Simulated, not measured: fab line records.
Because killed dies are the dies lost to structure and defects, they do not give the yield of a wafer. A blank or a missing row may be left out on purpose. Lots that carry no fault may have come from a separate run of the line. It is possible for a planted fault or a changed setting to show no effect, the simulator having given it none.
Chamber matching ; flow n5Finfet ; N5_BEOL_M6_STRIP_36 on rieDiel-02 has 4 sister chambers
The step strips in N2/H2. 4 wafers are shown with their chamber, then 8 later ones without.

## EACH WAFER AND ITS CHAMBER
wafer;chamber;drypumpMotorCurrentA (A)
L084.5;3;5.4
L086.4;2;6.8
L086.5;1;5.8
L089.1;0;5.9

## WAFERS MISSING THEIR CHAMBER
wafer;drypumpMotorCurrentA (A)
L089.4;5.4
L089.6;6.8
L090.1;5.8
L090.3;5.9
L090.4;6.7
L094.1;5.9
L094.2;6.8
L094.4;5.8

## WHICH CHAMBER EACH WENT THROUGH
wafer;from the rows above;in truth
L089.4;3;3
L089.6;2;2
L090.1;1;1
L090.3;0;0
L090.4;2;2
L094.1;0;0
L094.2;2;2
L094.4;1;1
8 of 8 placed correctly. From these rows, 0 cannot be placed. 0 placed wrongly.
How it was worked out, from the rows above alone: a wafer's distance from a chamber is the root of the sum, over the readings, of the square of ((its reading less the chamber's mean) divided by the reading's scatter). The wafer belongs to the nearest chamber; if the next one is less than 2 further off, it can't be placed. The mean given for a chamber averages the wafers shown for that chamber. The scatter (one wafer shown for each chamber): square how far every hidden wafer sits from the nearest shown wafer, average those squares and take the square root.
